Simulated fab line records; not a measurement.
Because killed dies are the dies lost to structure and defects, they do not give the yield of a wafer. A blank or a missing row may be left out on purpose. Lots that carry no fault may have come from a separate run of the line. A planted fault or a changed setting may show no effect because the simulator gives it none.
fab line records    flow nandHarc    part 1 of 2: steps 1 to 29 of 37
[record] lots = 5  wafers = 15  lastDay = 24
route steps=1159 shown P_BONDPAD@370 A_START@389 A_ZERO_WELL@390
lots that met no fault: taken from a fault-free run of the same line
startH: start of the lot's first displayed wafer, in hours after the record's first day    waitH: hours since the lot's step before    " as in the row above    L1.1+2: one row covering several wafers at once    - either no value or no given start    * or withheld: withheld    < > ~ a bound
route shown NAME@n: names a module that has steps shown in the file, with the first one's number in the route    usual: average and standard deviation across the fault-free wafers    same: alike in all rows    chamber/n: place in a boat    sites: the reading at each site    _std_site: their standard deviation    _edge_site: inner sites' mean taken away from outer sites' mean    radiusMm: for every site, how far away it sits from the centre of the wafer    mask NAME#n: copy n    behind: the tool/chamber that last shaped the wafer    hold: cause of the lot's hold/its duration in hours/its outcome    device: the n, p or np transistor that did not switch    end of line: tests run on the same wafers once the route is complete    a step without rows: its recipe alone    killed: at the first sort, the dies lost to defects and structure; wafer yield is something else    map: a wafer's dies, marking killed ones x, the rest . and places with no die _
set.NAME: the setting as run; set.NAME@STEP: as run at that earlier step    model.NAME: the simulator's own value behind a step, which no gauge read
certain route steps with their lots: each step a table, each wafer a row
services: when a tool's chamber went out of use (startH, in hours from the record's first day, below 0 if earlier), for how many hours, and the reason
[[steps]]
[step NHARC_P_BONDPAD_CD_MEAS_13]
[usual] cdNm = 499.2/1.6
lot.wafer  tool      chamber  startH  waitH  cdNm
L078.3     cdSem-02  -        157.01  -      499.7
L078.5     "         -        "       "      497.9
L078.6     "         -        "       "      501.4
L088.1     cdSem-01  -        209.32  -      499.3
L088.4     "         -        "       "      499.1
L088.5     "         -        "       "      500.6
L087.2     cdSem-03  -        221.00  -      498.3
L087.5     "         -        "       "      498.5
L087.6     "         -        "       "      500.3
L090.1     cdSem-02  -        227.95  -      497.0
L090.2     "         -        "       "      497.1
L090.3     "         -        "       "      500.6
L093.2     cdSem-01  -        246.20  -      497.3
L093.5     "         -        "       "      496.8
L093.6     "         -        "       "      498.6
[step NHARC_P_BONDPAD_STRIP_15]
[recipe] o2FlowSccm = 500  arFlowSccm = 0  biasW = 0  chemistry = O2
[usual] drypumpMotorCurrentA = 5.55/0.28  oesProductAu = 0.999/0.0097  rfVppV = 57.6/0.95  showerheadPlenumPTorr = 3.49/0.13  throttleValvePct = 17.036/0.0093
lot.wafer  tool        chamber  startH  waitH  drypumpMotorCurrentA  oesProductAu  rfHoursCounterH  rfVppV  showerheadPlenumPTorr  throttleValvePct
L078.3     rieDiel-07  1        157.11  0.1    5.61                  1.000         37               57.1    3.52                   17.054
L078.6     "           1        "       "      5.59                  0.985         -                56.7    3.52                   17.037
L078.5     "           2        "       "      5.93                  0.990         -                59.1    3.58                   17.056
L088.1     rieDiel-02  0        209.41  0.1    5.65                  0.986         4                58.1    3.66                   17.034
L088.4     "           1        "       "      4.96                  1.003         4                58.9    3.51                   17.027
L088.5     "           3        "       "      5.58                  1.008         -                57.4    3.30                   17.035
L087.2     rieDiel-07  1        221.09  0.1    5.64                  1.000         61               57.8    3.51                   17.027
L087.5     "           0        "       "      5.77                  1.006         -                58.1    3.77                   17.030
L087.6     "           1        "       "      5.64                  0.995         -                58.7    3.51                   17.039
L090.3     rieDiel-08  3        228.04  0.1    5.56                  1.002         40               56.3    3.34                   17.034
L090.2     "           0        "       "      5.78                  1.007         38               57.3    3.34                   17.046
L090.1     "           1        "       "      5.50                  0.999         30               58.2    3.50                   17.035
L093.2     rieDiel-07  1        246.32  0.1    5.61                  1.003         1                58.9    3.51                   17.039
L093.6     "           2        "       "      5.92                  1.008         -                56.6    3.56                   17.030
L093.5     "           3        "       "      5.26                  0.997         -                57.4    3.50                   17.038
[step NHARC_P_BONDPAD_ETCH_24]
[recipe] targetDepthA = 300  overEtchFrac = 0.3  timeS = 72.99  ionEnergyEv = 150  cf4FlowSccm = 50  n2FlowSccm = 100  arFlowSccm = 150  rfW = 300  biasW = 100  chemistry = CF4/N2
[usual] drypumpMotorCurrentA = 5.54/0.28  oesProductAu = 1.000/0.011  rfVppV = 313.8/1.9  showerheadPlenumPTorr = 2.60/0.1  throttleValvePct = 19.794/0.0081
lot.wafer  tool        chamber  startH  waitH  drypumpMotorCurrentA  oesProductAu  rfHoursCounterH  rfVppV  showerheadPlenumPTorr  throttleValvePct
L078.3     rieDiel-07  0        -       -      5.80                  1.013         37               317.2   2.82                   19.794
L078.6     "           0        "       "      5.88                  1.009         -                316.9   2.82                   19.787
L078.5     "           1        "       "      5.57                  0.994         -                313.6   2.62                   19.794
L088.1     rieDiel-02  3        -       -      5.55                  1.006         4                311.5   2.45                   19.781
L088.4     "           1        "       "      4.96                  1.000         4                313.9   2.61                   19.813
L088.5     "           3        "       "      5.54                  1.005         -                311.6   2.45                   19.790
L087.2     rieDiel-07  2        -       -      5.97                  0.999         60               313.2   2.65                   19.795
L087.5     "           3        "       "      5.26                  0.991         -                315.4   2.61                   19.791
L087.6     "           0        "       "      5.79                  1.002         -                317.2   2.81                   19.784
L090.3     rieDiel-08  1        -       -      5.53                  0.994         30               313.1   2.60                   19.799
L090.1     "           2        "       "      5.95                  0.991         24               312.9   2.52                   19.795
L090.2     "           3        "       "      5.54                  0.996         40               312.9   2.48                   19.802
L093.2     rieDiel-07  3        -       -      5.25                  0.993         2                315.4   2.61                   19.799
L093.6     "           0        "       "      5.82                  1.016         -                317.6   2.81                   19.791
L093.5     "           1        "       "      5.65                  1.012         -                314.2   2.61                   19.790
[step NHARC_P_BONDPAD_STRIP_16]
[recipe] timeS = 600  tempC = 30  chemistry = postEtchResidueRemover
lot.wafer   tool         chamber  startH  waitH
L078.6+3+5  wetBench-10  5,0,1    157.75  -
L088.4+5+1  wetBench-08  7,0,4    209.67  -
L087.5+6+2  wetBench-08  1,3,4    221.35  -
L090.3+2+1  wetBench-08  3,4,6    228.31  -
L093.6+2+5  wetBench-08  0,1,3    246.57  -
[step NHARC_P_BONDPAD_DEGAS_25]
[recipe] tempC = 300  timeS = 60
[usual] heaterPowerW = 472/61
lot.wafer  tool           chamber  startH  waitH  heaterPowerW
L078.3     pvdSputter-02  -        158.04  -      403
L078.6     "              -        "       "      416
L078.5     "              -        "       "      492
L088.4     pvdSputter-01  -        209.94  -      424
L088.1     "              -        "       "      555
L088.5     "              -        "       "      438
L087.2     pvdSputter-03  -        221.62  -      561
L087.5     "              -        "       "      545
L087.6     "              -        "       "      516
L090.2     pvdSputter-02  -        228.58  -      505
L090.1     "              -        "       "      401
L090.3     "              -        "       "      394
L093.2     pvdSputter-01  -        246.84  -      552
L093.5     "              -        "       "      425
L093.6     "              -        "       "      449
[step NHARC_P_BONDPAD_PRE_CLEAN_26]
[recipe] timeS = 30  tempC = 280  gas = H2/He
[usual] heaterPowerW = 413/58
lot.wafer  tool           chamber  startH  waitH  heaterPowerW
L078.3     pvdSputter-02  -        -       -      436
L078.5     "              -        "       "      362
L078.6     "              -        "       "      361
L088.1     pvdSputter-01  -        -       -      381
L088.4     "              -        "       "      394
L088.5     "              -        "       "      378
L087.2     pvdSputter-03  -        -       -      430
L087.6     "              -        "       "      463
L087.5     "              -        "       "      318
L090.3     pvdSputter-02  -        -       -      346
L090.2     "              -        "       "      445
L090.1     "              -        "       "      348
L093.2     pvdSputter-01  -        -       -      401
L093.5     "              -        "       "      480
L093.6     "              -        "       "      384
[step NHARC_P_BONDPAD_PVD_17]
[recipe] targetThkA = 50  biasV = 168.6  powerW = 15000  chamberPressurePa = 0.12  timeS = 8.06  substrateTempC = 50  material = TaN
[usual] throttleValvePct = 30.3/0.71
lot.wafer  tool           chamber  startH  waitH  throttleValvePct
L078.3     pvdSputter-02  -        -       -      31.1
L078.6     "              -        "       "      30.9
L078.5     "              -        "       "      29.6
L088.1     pvdSputter-01  -        -       -      31.0
L088.4     "              -        "       "      31.1
L088.5     "              -        "       "      30.3
L087.2     pvdSputter-03  -        -       -      30.8
L087.6     "              -        "       "      30.2
L087.5     "              -        "       "      30.8
L090.2     pvdSputter-02  -        -       -      30.5
L090.3     "              -        "       "      30.4
L090.1     "              -        "       "      30.3
L093.2     pvdSputter-01  -        -       -      30.9
L093.6     "              -        "       "      30.7
L093.5     "              -        "       "      31.1
[step NHARC_P_BONDPAD_PVD_27]
[recipe] targetThkA = 300  chamberPressurePa = 5  powerW = 5000  substrateTempC = 30  timeS = 20.49  material = Cu
[usual] throttleValvePct = 30.3/0.72
lot.wafer  tool           chamber  startH  waitH  throttleValvePct
L078.3     pvdSputter-02  -        -       -      29.4
L078.6     "              -        "       "      31.1
L078.5     "              -        "       "      29.7
L088.4     pvdSputter-01  -        -       -      30.9
L088.1     "              -        "       "      30.6
L088.5     "              -        "       "      30.5
L087.2     pvdSputter-03  -        -       -      28.9
L087.5     "              -        "       "      30.9
L087.6     "              -        "       "      29.0
L090.1     pvdSputter-02  -        -       -      28.7
L090.3     "              -        "       "      30.6
L090.2     "              -        "       "      30.2
L093.2     pvdSputter-01  -        -       -      30.8
L093.5     "              -        "       "      30.6
L093.6     "              -        "       "      31.0
[step NHARC_P_BONDPAD_ECD_18]
[recipe] targetThkA = 4000  bathTempC = 25  material = Cu
lot.wafer   tool      chamber  startH  waitH
L078.3+6+5  ecdCu-01  1,0,1    158.52  -
L088.1+4+5  ecdCu-02  1,0,1    210.35  -
L087.2+5+6  ecdCu-02  0,0,1    221.98  -
L090.2+1+3  ecdCu-02  0,1,1    228.94  -
L093.2+6+5  ecdCu-01  0,1,0    247.24  -
[step NHARC_P_BONDPAD_ANNEAL_28]
[recipe] tempC = 225  timeS = 90
[usual] annealTempC = 224.97/0.17  wafer_temp_C_max = 226.00/0.24
lot.wafer  tool          chamber  startH  waitH  annealTempC  wafer_temp_C_max
L078.3     rtpAnneal-01  0        158.85  -      225.05       225.74
L078.5     "             0        "       "      224.89       225.85
L078.6     "             0        "       "      224.77       225.77
L088.1     rtpAnneal-02  0        210.68  0.3    224.50       226.19
L088.4     "             0        "       "      225.12       225.96
L088.5     "             0        "       "      224.88       226.46
L087.2     rtpAnneal-02  0        222.41  0.4    225.03       225.96
L087.5     "             0        "       "      224.94       225.93
L087.6     "             0        "       "      225.11       225.76
L090.1     rtpAnneal-01  0        229.47  -      225.01       226.10
L090.2     "             0        "       "      225.05       226.04
L090.3     "             0        "       "      224.78       226.03
L093.2     rtpAnneal-02  0        247.64  -      225.12       225.82
L093.5     "             0        "       "      225.09       226.17
L093.6     "             0        "       "      225.14       226.15
[step NHARC_P_BONDPAD_CMP_19]
[recipe] tOverpolishS = 30  cuRecessTouchS = 16  targetThkNm = 160.81
[usual] motorCurrentA = 12.1/1.1  overpolishRunS = 30.000/0.0083  padLifeWafers = 172/130  slurryFilterDpKPa = 13.47/0.16
lot.wafer  tool    chamber  startH  waitH  motorCurrentA  overpolishRunS  padLifeWafers  slurryFilterDpKPa
L078.3     cmp-04  1        159.12  -      11.4           29.994          283            13.64
L078.5     "       0        "       "      13.0           30.014          -              13.40
L078.6     "       1        "       "      11.4           29.991          -              13.50
L088.4     cmp-03  0        211.05  -      12.1           30.006          265            13.91
L088.1     "       2        "       "      12.2           30.008          267            13.63
L088.5     "       3        "       "      10.9           29.988          -              13.59
L087.2     cmp-03  0        222.73  -      11.2           29.993          325            13.46
L087.5     "       3        "       "      10.5           29.991          -              13.52
L087.6     "       0        "       "      11.6           30.017          -              13.48
L090.2     cmp-04  0        229.85  -      13.3           30.005          139            13.62
L090.1     "       1        "       "      11.9           30.013          140            13.46
L090.3     "       2        "       "      11.8           29.989          141            13.42
L093.2     cmp-02  3        247.97  -      13.9           29.997          109            13.71
L093.6     "       2        "       "      9.4            29.987          -              13.07
L093.5     "       3        "       "      15.0           29.988          -              13.43
[step NHARC_P_BONDPAD_THK_MEAS_20]
[recipe] thkMeasGauge = xrf
[usual] thkNm = 160.9/1.5
lot.wafer  tool          chamber  startH  waitH  thkNm
L078.3     filmMetro-01  -        159.42  -      163.8
L078.5     "             -        "       "      164.6
L078.6     "             -        "       "      161.5
L088.1     filmMetro-02  -        211.35  -      162.2
L088.4     "             -        "       "      158.4
L088.5     "             -        "       "      161.2
L087.2     filmMetro-01  -        223.03  -      157.3
L087.5     "             -        "       "      161.1
L087.6     "             -        "       "      156.7
L090.1     filmMetro-02  -        230.15  -      162.1
L090.2     "             -        "       "      161.0
L090.3     "             -        "       "      160.7
L093.2     filmMetro-01  -        248.26  -      162.0
L093.5     "             -        "       "      163.0
L093.6     "             -        "       "      163.4
[step NHARC_P_BONDPAD_SRD_21]
[recipe] timeS = 30  tempC = 23  dryTimeS = 20  spinRpm = 1500
[same] dryTimeS = 20
lot.wafer   tool         chamber  startH  waitH
L078.5+6+3  wetBench-08  4,7,0    159.46  0.0
L088.1+5+4  wetBench-10  2,3,7    211.39  0.0
L087.5+2+6  wetBench-08  1,4,5    223.08  0.0
L090.1+3+2  wetBench-08  7,0,1    230.20  0.1
L093.5+6+2  wetBench-08  5,0,1    248.31  0.0
[step NHARC_P_BONDPAD_INSPECT_23]
[usual] rawDefectCount = 330/110
lot.wafer  tool              chamber  startH  waitH  rawDefectCount
L078.3     defectInspect-01  -        159.64  0.0    216
L078.5     "                 -        "       "      332
L078.6     "                 -        "       "      298
L088.1     defectInspect-01  -        211.58  0.0    277
L088.4     "                 -        "       "      238
L088.5     "                 -        "       "      421
L087.2     defectInspect-02  -        223.26  0.0    403
L087.5     "                 -        "       "      334
L087.6     "                 -        "       "      211
L090.1     defectInspect-02  -        230.37  0.0    591
L090.2     "                 -        "       "      295
L090.3     "                 -        "       "      663
L093.2     defectInspect-01  -        248.48  0.0    273
L093.5     "                 -        "       "      362
L093.6     "                 -        "       "      227
[step NHARC_P_BONDPAD_ACTIVATE_29]
[recipe] timeS = 60  n2FlowSccm = 200  arFlowSccm = 0  biasPowerW = 0  chemistry = N2
[usual] drypumpMotorCurrentA = 5.46/0.28  oesProductAu = 0.998/0.0093  rfVppV = 64.0/0.97  showerheadPlenumPTorr = 1.75/0.075
lot.wafer  tool        chamber  startH  waitH  drypumpMotorCurrentA  oesProductAu  rfHoursCounterH  rfVppV  showerheadPlenumPTorr
L078.3     rieDiel-02  2        159.73  0.1    5.29                  1.000         0                64.6    1.75
L078.5     "           2        "       "      5.28                  0.997         -                64.6    1.75
L078.6     "           3        "       "      5.54                  1.014         -                62.8    1.64
L088.4     rieDiel-02  1        211.65  0.1    4.99                  1.003         4                65.2    1.76
L088.1     "           2        "       "      5.27                  0.990         5                64.4    1.75
L088.5     "           1        "       "      4.94                  0.993         -                63.4    1.75
L087.2     rieDiel-02  0        223.34  0.1    5.64                  0.995         6                66.1    1.84
L087.5     "           3        "       "      5.53                  1.012         -                62.4    1.64
L087.6     "           0        "       "      5.64                  0.986         -                64.5    1.84
L090.1     rieDiel-02  2        230.43  0.1    5.28                  1.002         7                64.2    1.74
L090.2     "           3        "       "      5.54                  1.005         7                64.0    1.64
L090.3     "           0        "       "      5.65                  0.989         7                64.2    1.84
L093.2     rieDiel-02  1        248.56  0.1    4.97                  1.006         8                64.1    1.75
L093.6     "           3        "       "      5.55                  1.017         -                63.4    1.64
L093.5     "           0        "       "      5.62                  0.985         -                64.5    1.84
[step NHARC_P_BONDPAD_PRECLEAN_30]
[recipe] timeS = 300  tempC = 23  chemistry = DIW
lot.wafer   tool         chamber  startH  waitH
L078.3+6+5  wetBench-10  2,3,6    159.90  0.2
L088.4+5+1  wetBench-10  2,6,7    211.80  0.1
L087.6+5+2  wetBench-10  1,3,4    223.53  0.1
L090.1+2+3  wetBench-10  4,5,7    230.61  0.2
L093.6+5+2  wetBench-08  7,0,1    248.73  0.1
[step NHARC_P_BONDPAD_SRD_31]
[recipe] timeS = 30  tempC = 23  dryTimeS = 20  spinRpm = 1500
[same] dryTimeS = 20
lot.wafer   tool         chamber  startH  waitH
L078.3+6+5  wetBench-10  2,3,6    -       -
L088.4+5+1  wetBench-10  2,6,7    -       -
L087.6+5+2  wetBench-10  1,3,4    -       -
L090.1+2+3  wetBench-10  4,5,7    -       -
L093.6+5+2  wetBench-08  7,0,1    -       -
[step NHARC_A_START_INSPECT_01]
[usual] rawDefectCount = 3.4/1.7
lot.wafer  tool              chamber  startH  waitH  rawDefectCount
L078.3     defectInspect-01  -        160.14  -      4
L078.5     "                 -        "       "      2
L078.6     "                 -        "       "      4
L088.1     defectInspect-01  -        212.06  -      0
L088.4     "                 -        "       "      1
L088.5     "                 -        "       "      1
L087.2     defectInspect-01  -        223.75  -      4
L087.5     "                 -        "       "      1
L087.6     "                 -        "       "      4
L090.1     defectInspect-02  -        230.84  -      2
L090.2     "                 -        "       "      5
L090.3     "                 -        "       "      5
L093.2     defectInspect-01  -        248.95  -      4
L093.5     "                 -        "       "      1
L093.6     "                 -        "       "      5
[step NHARC_A_ZERO_WELL_PRECLEAN_00]
[recipe] timeS = 600  tempC = 120  chemistry = SPM
[usual] bathGuardTempC = 119.9/0.44
lot.wafer  tool         chamber  startH  waitH  bathGuardTempC
L078.3     wetBench-09  0        160.24  0.1    120.6
L078.6     "            2        "       "      120.2
L078.5     "            3        "       "      120.3
L088.5     wetBench-05  7        212.15  0.1    120.7
L088.4     "            1        "       "      119.6
L088.1     "            3        "       "      118.7
L087.6     wetBench-05  1        223.84  0.1    119.7
L087.2     "            3        "       "      118.7
L087.5     "            5        "       "      119.5
L090.2     wetBench-09  0        230.92  0.1    120.6
L090.1     "            1        "       "      119.4
L090.3     "            2        "       "      119.8
L093.5     wetBench-03  7        249.04  0.1    119.9
L093.2     "            0        "       "      119.8
L093.6     "            1        "       "      119.8
[step NHARC_A_ZERO_WELL_SRD_01]
lot.wafer   tool         chamber  startH  waitH
L078.3+6+5  wetBench-09  0,2,3    -       -
L088.5+4+1  wetBench-05  7,1,3    -       -
L087.6+2+5  wetBench-05  1,3,5    -       -
L090.2+1+3  wetBench-09  0,1,2    -       -
L093.5+2+6  wetBench-03  7,0,1    -       -
[step NHARC_A_ZERO_WELL_DEHYDRATE_02]
[recipe] tempC = 150  timeS = 120
[usual] heaterPowerTotalW = 182.6/1.2
lot.wafer  tool           chamber  startH  waitH  heaterPowerTotalW
L078.3     lithoTrack-05  0        160.54  -      182.7
L078.5     "              0        "       "      182.0
L078.6     "              0        "       "      181.4
L088.1     lithoTrack-07  0        212.46  -      183.3
L088.4     "              0        "       "      182.9
L088.5     "              0        "       "      182.5
L087.2     lithoTrack-05  0        224.16  -      183.1
L087.5     "              0        "       "      181.1
L087.6     "              0        "       "      181.6
L090.1     lithoTrack-02  0        231.24  -      182.5
L090.2     "              0        "       "      180.9
L090.3     "              0        "       "      182.5
L093.2     lithoTrack-05  0        249.42  -      180.8
L093.5     "              0        "       "      182.4
L093.6     "              0        "       "      183.6
[step NHARC_A_ZERO_WELL_HMDS_03]
[recipe] timeS = 30
lot.wafer   tool           chamber  startH  waitH
L078.3+5+6  lithoTrack-05  0        -       -
L088.1+4+5  lithoTrack-07  0        -       -
L087.2+5+6  lithoTrack-05  0        -       -
L090.1+2+3  lithoTrack-02  0        -       -
L093.2+5+6  lithoTrack-05  0        -       -
[step NHARC_A_ZERO_WELL_COAT_18]
[recipe] tempC = 200  timeS = 65
[usual] heaterPowerTotalW = 386.2/1.3
lot.wafer  tool           chamber  startH  waitH  heaterPowerTotalW
L078.3     lithoTrack-05  0        -       -      388.0
L078.5     "              0        "       "      387.2
L078.6     "              0        "       "      386.0
L088.1     lithoTrack-07  0        -       -      386.4
L088.4     "              0        "       "      386.3
L088.5     "              0        "       "      385.8
L087.2     lithoTrack-05  0        -       -      385.6
L087.5     "              0        "       "      387.6
L087.6     "              0        "       "      387.7
L090.1     lithoTrack-02  0        -       -      387.7
L090.2     "              0        "       "      384.8
L090.3     "              0        "       "      384.4
L093.2     lithoTrack-05  0        -       -      384.7
L093.5     "              0        "       "      387.2
L093.6     "              0        "       "      385.8
[step NHARC_A_ZERO_WELL_COAT_04]
[recipe] spinRpm = 2000  resistThkNm = 600
lot.wafer   tool           chamber  startH  waitH
L078.3+5+6  lithoTrack-05  0        -       -
L088.1+4+5  lithoTrack-07  0        -       -
L087.2+5+6  lithoTrack-05  0        -       -
L090.1+2+3  lithoTrack-02  0        -       -
L093.2+5+6  lithoTrack-05  0        -       -
[step NHARC_A_ZERO_WELL_SOFTBAKE_05]
[recipe] tempC = 125  timeS = 70
[usual] heaterPowerTotalW = 201.0/1.3
lot.wafer  tool           chamber  startH  waitH  heaterPowerTotalW
L078.3     lithoTrack-05  0        -       -      202.7
L078.5     "              0        "       "      201.5
L078.6     "              0        "       "      199.1
L088.1     lithoTrack-07  0        -       -      199.5
L088.4     "              0        "       "      202.7
L088.5     "              0        "       "      201.6
L087.2     lithoTrack-05  0        -       -      201.8
L087.5     "              0        "       "      202.4
L087.6     "              0        "       "      200.0
L090.1     lithoTrack-02  0        -       -      199.2
L090.2     "              0        "       "      202.6
L090.3     "              0        "       "      199.6
L093.2     lithoTrack-05  0        -       -      202.4
L093.5     "              0        "       "      199.4
L093.6     "              0        "       "      200.9
[step NHARC_A_ZERO_WELL_EBR_06]
lot.wafer   tool           chamber  startH  waitH
L078.3+5+6  lithoTrack-05  0        -       -
L088.1+4+5  lithoTrack-07  0        -       -
L087.2+5+6  lithoTrack-05  0        -       -
L090.1+2+3  lithoTrack-02  0        -       -
L093.2+5+6  lithoTrack-05  0        -       -
[step NHARC_A_ZERO_WELL_EXPOSE_07]
[recipe] na = 0.55  doseMj = 33.85  maskId = A_ZERO
lot.wafer   tool           chamber  startH  waitH  mask
L078.3+5+6  krfScanner-01  0        160.71  -      A_ZERO#0
L088.1+4+5  krfScanner-01  0        212.75  -      A_ZERO#0
L087.2+5+6  krfScanner-01  0        224.45  -      A_ZERO#0
L090.1+2+3  krfScanner-01  0        231.53  -      A_ZERO#0
L093.2+5+6  krfScanner-04  0        249.58  -      A_ZERO#0
[step NHARC_A_ZERO_WELL_PEB_08]
[recipe] pebTempC = 128  pebTimeS = 80
[usual] heaterPowerTotalW = 189.7/0.77
lot.wafer  tool           chamber  startH  waitH  heaterPowerTotalW
L078.3     lithoTrack-07  0        160.77  0.1    190.9
L078.5     "              0        "       "      189.4
L078.6     "              0        "       "      189.3
L088.1     lithoTrack-02  0        212.81  0.1    188.6
L088.4     "              0        "       "      190.7
L088.5     "              0        "       "      188.5
L087.2     lithoTrack-02  0        224.52  0.1    188.8
L087.5     "              0        "       "      188.6
L087.6     "              0        "       "      190.9
L090.1     lithoTrack-02  0        231.60  0.1    189.8
L090.2     "              0        "       "      190.6
L090.3     "              0        "       "      188.8
L093.2     lithoTrack-05  0        249.65  0.1    188.6
L093.5     "              0        "       "      190.7
L093.6     "              0        "       "      189.6
[step NHARC_A_ZERO_WELL_DEVELOP_09]
[recipe] timeS = 50  devTempC = 22
lot.wafer   tool           chamber  startH  waitH
L078.3+5+6  lithoTrack-07  0        -       -
L088.1+4+5  lithoTrack-02  0        -       -
L087.2+5+6  lithoTrack-02  0        -       -
L090.1+2+3  lithoTrack-02  0        -       -
L093.2+5+6  lithoTrack-05  0        -       -
